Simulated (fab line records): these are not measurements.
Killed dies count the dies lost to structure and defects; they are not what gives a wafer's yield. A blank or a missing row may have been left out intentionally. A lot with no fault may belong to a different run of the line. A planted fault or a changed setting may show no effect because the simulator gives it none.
The tool behind it: which one? + flow n5-finfet + 24 lots, 72 wafers sampled, at 6 steps of a route of 1938

== WHAT THE GAUGES READ, wafer by wafer ==
N5_BEOL_M2_THK_MEAS_01.
| lot  | measured     | on            | M2_ILD_THK (nm) |
|------|--------------|---------------|-----------------|
| L074 | day 6 12:22  | film-metro-02 | 80.8 81.2 81.5  |
| L075 | day 6 17:35  | film-metro-02 | 78.3 78.0 80.1  |
| L076 | day 7 04:14  | film-metro-02 | 77.8 78.4 80.4  |
| L077 | day 7 07:10  | film-metro-01 | 78.2 78.6 79.4  |
| L079 | day 7 16:28  | film-metro-01 | 78.7 80.1 80.1  |
| L078 | day 7 20:04  | film-metro-01 | 79.9 80.2 80.4  |
| L080 | day 8 01:58  | film-metro-02 | 77.8 77.5 78.0  |
| L081 | day 8 06:58  | film-metro-02 | 77.6 78.8 79.1  |
| L082 | day 8 19:55  | film-metro-02 | 79.0 79.7 80.5  |
| L083 | day 9 03:16  | film-metro-01 | 80.4 80.6 79.4  |
| L084 | day 9 07:05  | film-metro-02 | 79.0 80.2 80.3  |
| L085 | day 9 16:38  | film-metro-01 | 78.1 80.1 80.4  |
| L086 | day 9 19:16  | film-metro-02 | 79.3 78.5 77.9  |
| L087 | day 10 00:47 | film-metro-02 | 78.7 79.0 80.5  |
| L088 | day 10 02:38 | film-metro-02 | 79.3 80.4 80.0  |
| L090 | day 10 11:43 | film-metro-01 | 78.3 80.8 79.6  |
| L089 | day 10 14:15 | film-metro-02 | 79.0 78.9 79.7  |
| L091 | day 10 20:04 | film-metro-01 | 78.0 79.4 79.4  |
| L092 | day 10 22:54 | film-metro-02 | 77.5 78.8 79.7  |
| L094 | day 11 11:35 | film-metro-01 | 78.6 77.7 79.5  |
| L093 | day 11 11:37 | film-metro-01 | 79.1 78.8 79.3  |
| L095 | day 12 06:34 | film-metro-01 | 76.8 76.9 78.0  |
| L096 | day 12 06:37 | film-metro-01 | 78.8 79.9 80.0  |
| L097 | day 12 09:56 | film-metro-02 | 78.0 77.8 79.2  |

N5_BEOL_M3_INSPECT_13: inspects for defects (brightfield).
| lot  | measured     | on                | raw-defect-count |
|------|--------------|-------------------|------------------|
| L074 | day 7 03:02  | defect-inspect-01 | 366 394 395      |
| L075 | day 7 07:37  | defect-inspect-02 | 421 490 421      |
| L076 | day 7 16:09  | defect-inspect-01 | 471 573 616      |
| L077 | day 7 20:15  | defect-inspect-02 | 482 373 354      |
| L079 | day 8 06:33  | defect-inspect-01 | 528 384 399      |
| L078 | day 8 08:57  | defect-inspect-02 | 366 346 446      |
| L080 | day 8 14:40  | defect-inspect-01 | 366 448 310      |
| L081 | day 8 23:34  | defect-inspect-01 | 431 423 483      |
| L082 | day 9 09:29  | defect-inspect-02 | 415 385 438      |
| L083 | day 9 18:24  | defect-inspect-01 | 595 390 588      |
| L084 | day 10 02:16 | defect-inspect-02 | 292 387 345      |
| L085 | day 10 03:31 | defect-inspect-02 | 510 430 369      |
| L086 | day 10 07:59 | defect-inspect-01 | 486 438 546      |
| L087 | day 10 08:55 | defect-inspect-02 | 418 306 281      |
| L088 | day 10 13:52 | defect-inspect-02 | 290 353 380      |
| L090 | day 11 04:07 | defect-inspect-01 | 345 320 402      |
| L089 | day 11 04:53 | defect-inspect-02 | 368 455 246      |
| L091 | day 11 08:55 | defect-inspect-01 | 421 375 436      |
| L092 | day 11 12:53 | defect-inspect-02 | 357 344 345      |
| L094 | day 12 05:22 | defect-inspect-02 | 468 436 576      |
| L093 | day 12 06:03 | defect-inspect-02 | 240 204 359      |
| L095 | day 12 16:46 | defect-inspect-02 | 413 446 467      |
| L096 | day 12 20:15 | defect-inspect-02 | 416 365 348      |
| L097 | day 12 23:03 | defect-inspect-01 | 426 412 418      |

== EACH LOT AND THE TOOL THAT RAN IT (in order: tool; ch and the chambers of the sampled wafers; start) ==
| lot  | N5_BEOL_M2_SURFACE_TREAT_85  | N5_BEOL_M2_SPUTTER_81        | N5_BEOL_M2_ANNEAL_89         | N5_BEOL_M3_HM_DEP_02         |
|------|------------------------------|------------------------------|------------------------------|------------------------------|
| L074 | pvd-sputter-01, day 6 21:30  | pvd-sputter-03, day 6 22:21  | pvd-sputter-03, day 6 22:52  | pvd-sputter-01, day 7 02:33  |
| L075 | pvd-sputter-03, day 7 01:05  | pvd-sputter-02, day 7 02:02  | pvd-sputter-02, day 7 02:34  | pvd-sputter-03, day 7 07:01  |
| L076 | pvd-sputter-01, day 7 11:25  | pvd-sputter-01, day 7 12:06  | pvd-sputter-01, day 7 12:37  | pvd-sputter-02, day 7 15:32  |
| L077 | pvd-sputter-01, day 7 14:44  | pvd-sputter-01, day 7 15:28  | pvd-sputter-01, day 7 15:59  | pvd-sputter-01, day 7 19:39  |
| L079 | pvd-sputter-02, day 8 01:56  | pvd-sputter-01, day 8 02:45  | pvd-sputter-01, day 8 03:16  | pvd-sputter-01, day 8 06:04  |
| L078 | pvd-sputter-01, day 8 02:10  | pvd-sputter-01, day 8 04:40  | pvd-sputter-01, day 8 05:11  | pvd-sputter-01, day 8 08:19  |
| L080 | pvd-sputter-02, day 8 07:03  | pvd-sputter-03, day 8 07:47  | pvd-sputter-03, day 8 08:18  | pvd-sputter-02, day 8 14:12  |
| L081 | pvd-sputter-02, day 8 18:49  | pvd-sputter-03, day 8 19:45  | pvd-sputter-03, day 8 20:16  | pvd-sputter-03, day 8 22:58  |
| L082 | pvd-sputter-02, day 9 03:22  | pvd-sputter-01, day 9 04:07  | pvd-sputter-01, day 9 04:38  | pvd-sputter-03, day 9 08:52  |
| L083 | pvd-sputter-02, day 9 10:48  | pvd-sputter-03, day 9 11:28  | pvd-sputter-03, day 9 11:59  | pvd-sputter-03, day 9 17:55  |
| L084 | pvd-sputter-03, day 9 18:43  | pvd-sputter-01, day 9 19:28  | pvd-sputter-01, day 9 19:59  | pvd-sputter-03, day 10 01:40 |
| L085 | pvd-sputter-03, day 9 21:44  | pvd-sputter-03, day 10 00:10 | pvd-sputter-03, day 10 00:41 | pvd-sputter-03, day 10 02:55 |
| L086 | pvd-sputter-03, day 10 02:31 | pvd-sputter-01, day 10 03:20 | pvd-sputter-01, day 10 03:52 | pvd-sputter-03, day 10 07:23 |
| L087 | pvd-sputter-01, day 10 05:07 | pvd-sputter-02, day 10 05:47 | pvd-sputter-02, day 10 06:18 | pvd-sputter-03, day 10 08:26 |
| L088 | pvd-sputter-02, day 10 08:06 | pvd-sputter-02, day 10 08:49 | pvd-sputter-02, day 10 09:20 | pvd-sputter-01, day 10 13:16 |
| L090 | pvd-sputter-01, day 10 22:14 | pvd-sputter-02, day 10 23:05 | pvd-sputter-02, day 10 23:36 | pvd-sputter-02, day 11 03:38 |
| L089 | pvd-sputter-03, day 11 00:15 | pvd-sputter-03, day 11 00:55 | pvd-sputter-03, day 11 01:26 | pvd-sputter-02, day 11 04:17 |
| L091 | pvd-sputter-03, day 11 04:55 | pvd-sputter-03, day 11 05:41 | pvd-sputter-03, day 11 06:13 | pvd-sputter-02, day 11 08:19 |
| L092 | pvd-sputter-03, day 11 07:05 | pvd-sputter-03, day 11 07:45 | pvd-sputter-03, day 11 08:16 | pvd-sputter-02, day 11 12:17 |
| L094 | pvd-sputter-03, day 11 22:23 | pvd-sputter-01, day 11 23:16 | pvd-sputter-01, day 11 23:47 | pvd-sputter-02, day 12 04:52 |
| L093 | pvd-sputter-03, day 12 01:21 | pvd-sputter-03, day 12 02:05 | pvd-sputter-03, day 12 02:36 | pvd-sputter-01, day 12 05:27 |
| L095 | pvd-sputter-03, day 12 10:54 | pvd-sputter-03, day 12 13:23 | pvd-sputter-03, day 12 13:54 | pvd-sputter-02, day 12 16:16 |
| L096 | pvd-sputter-03, day 12 15:25 | pvd-sputter-01, day 12 16:07 | pvd-sputter-01, day 12 16:38 | pvd-sputter-01, day 12 19:39 |
| L097 | pvd-sputter-01, day 12 17:35 | pvd-sputter-01, day 12 18:15 | pvd-sputter-01, day 12 18:46 | pvd-sputter-01, day 12 22:27 |
- N5_BEOL_M2_SURFACE_TREAT_85
- N5_BEOL_M2_SPUTTER_81: material Cu, target thk 4.5 nm, time 8.29 s.
- N5_BEOL_M2_ANNEAL_89: time 240 s.
- N5_BEOL_M3_HM_DEP_02: deposits TiN, target thk 20 nm.

== WHAT THE TOOLS THEMSELVES READ (means of the sampled wafers that have a number; where no wafer has one, the mark that the record gives instead) ==
N5_BEOL_M2_SPUTTER_81.
| lot  | tool           | chamber-pressure-pa (Pa) | chuck-gas-flow-sccm (sccm) | throttle-valve-pct (%) |
|------|----------------|--------------------------|----------------------------|------------------------|
| L074 | pvd-sputter-03 | 0.06993                  | 1.24                       | 30.7                   |
| L075 | pvd-sputter-02 | 0.06996                  | 1.23                       | 29.0                   |
| L076 | pvd-sputter-01 | 0.06981                  | 1.25                       | 31.3                   |
| L077 | pvd-sputter-01 | 0.06992                  | 1.26                       | 30.3                   |
| L079 | pvd-sputter-01 | 0.07002                  | 1.24                       | 30.3                   |
| L078 | pvd-sputter-01 | 0.06989                  | 1.30                       | 30.8                   |
| L080 | pvd-sputter-03 | 0.06992                  | 1.32                       | 30.2                   |
| L081 | pvd-sputter-03 | 0.06996                  | 1.26                       | 30.6                   |
| L082 | pvd-sputter-01 | 0.06997                  | 1.27                       | 30.8                   |
| L083 | pvd-sputter-03 | 0.06999                  | 1.24                       | 30.3                   |
| L084 | pvd-sputter-01 | 0.06994                  | 1.21                       | 30.2                   |
| L085 | pvd-sputter-03 | 0.07006                  | 1.22                       | 30.2                   |
| L086 | pvd-sputter-01 | 0.06993                  | 1.30                       | 29.9                   |
| L087 | pvd-sputter-02 | 0.07003                  | 1.31                       | 29.2                   |
| L088 | pvd-sputter-02 | 0.07008                  | 1.30                       | 29.1                   |
| L090 | pvd-sputter-02 | 0.07008                  | 1.19                       | 29.1                   |
| L089 | pvd-sputter-03 | 0.06987                  | 1.27                       | 30.4                   |
| L091 | pvd-sputter-03 | 0.07012                  | 1.23                       | 29.9                   |
| L092 | pvd-sputter-03 | 0.06989                  | 1.25                       | 30.1                   |
| L094 | pvd-sputter-01 | 0.07007                  | 1.25                       | 30.4                   |
| L093 | pvd-sputter-03 | 0.07004                  | 1.24                       | 30.4                   |
| L095 | pvd-sputter-03 | 0.06991                  | 1.27                       | 30.1                   |
| L096 | pvd-sputter-01 | 0.07012                  | 1.23                       | 30.8                   |
| L097 | pvd-sputter-01 | 0.06979                  | 1.26                       | 30.0                   |

N5_BEOL_M2_ANNEAL_89.
| lot  | tool           | heater-power-w (W) |
|------|----------------|--------------------|
| L074 | pvd-sputter-03 | 839                |
| L075 | pvd-sputter-02 | 806                |
| L076 | pvd-sputter-01 | 796                |
| L077 | pvd-sputter-01 | 751                |
| L079 | pvd-sputter-01 | 757                |
| L078 | pvd-sputter-01 | 790                |
| L080 | pvd-sputter-03 | 762                |
| L081 | pvd-sputter-03 | 807                |
| L082 | pvd-sputter-01 | 820                |
| L083 | pvd-sputter-03 | 760                |
| L084 | pvd-sputter-01 | 794                |
| L085 | pvd-sputter-03 | 752                |
| L086 | pvd-sputter-01 | 777                |
| L087 | pvd-sputter-02 | 819                |
| L088 | pvd-sputter-02 | 810                |
| L090 | pvd-sputter-02 | 774                |
| L089 | pvd-sputter-03 | 763                |
| L091 | pvd-sputter-03 | 720                |
| L092 | pvd-sputter-03 | 737                |
| L094 | pvd-sputter-01 | 762                |
| L093 | pvd-sputter-03 | 775                |
| L095 | pvd-sputter-03 | 764                |
| L096 | pvd-sputter-01 | 756                |
| L097 | pvd-sputter-01 | 782                |

N5_BEOL_M3_HM_DEP_02.
| lot  | tool           | chamber-pressure-pa (Pa) | throttle-valve-pct (%) |
|------|----------------|--------------------------|------------------------|
| L074 | pvd-sputter-01 | 0.4994                   | 30.7                   |
| L075 | pvd-sputter-03 | 0.4997                   | 30.5                   |
| L076 | pvd-sputter-02 | 0.4997                   | 29.1                   |
| L077 | pvd-sputter-01 | 0.4995                   | 30.1                   |
| L079 | pvd-sputter-01 | 0.5014                   | 31.3                   |
| L078 | pvd-sputter-01 | 0.5001                   | 31.3                   |
| L080 | pvd-sputter-02 | 0.4994                   | 28.9                   |
| L081 | pvd-sputter-03 | 0.5008                   | 30.2                   |
| L082 | pvd-sputter-03 | 0.5001                   | 30.3                   |
| L083 | pvd-sputter-03 | 0.4992                   | 30.2                   |
| L084 | pvd-sputter-03 | 0.5004                   | 29.9                   |
| L085 | pvd-sputter-03 | 0.4990                   | 30.5                   |
| L086 | pvd-sputter-03 | 0.4998                   | 30.3                   |
| L087 | pvd-sputter-03 | 0.5002                   | 30.2                   |
| L088 | pvd-sputter-01 | 0.4994                   | 29.9                   |
| L090 | pvd-sputter-02 | 0.4988                   | 28.8                   |
| L089 | pvd-sputter-02 | 0.4998                   | 29.0                   |
| L091 | pvd-sputter-02 | 0.5008                   | 29.0                   |
| L092 | pvd-sputter-02 | 0.4998                   | 29.5                   |
| L094 | pvd-sputter-02 | 0.4998                   | 29.1                   |
| L093 | pvd-sputter-01 | 0.5003                   | 30.5                   |
| L095 | pvd-sputter-02 | 0.4994                   | 29.2                   |
| L096 | pvd-sputter-01 | 0.5000                   | 29.8                   |
| L097 | pvd-sputter-01 | 0.5000                   | 30.5                   |

== THE ANSWER, worked out from the rows above alone ==
Rule: the usual values come from the lots themselves. Put in order of their means at a reading, lots are off if they are a third of the lots or fewer, leave a main group of 4 or more, and stand apart from it by a gap of 3 or more times the standard deviation of the main group's means; of several such gaps the widest counts. A main group is skipped when, at the precision printed for the reading in the tables above, its means are all equal. A lot without any number at a reading at which 4 lots or more have one is off too. All remaining lots with rows at the step are treated as sound. Order of review: gauges by route order, followed by the tools' own readings, for which a lot's mean as printed above is used. The first step at which some lot is off is used, and at that step the reading that is off furthest; a lot without a number counts as furthest.
No lot is off at any reading shown: from this, nothing can be told.

== WHAT THE SIMULATOR PUT IN ==
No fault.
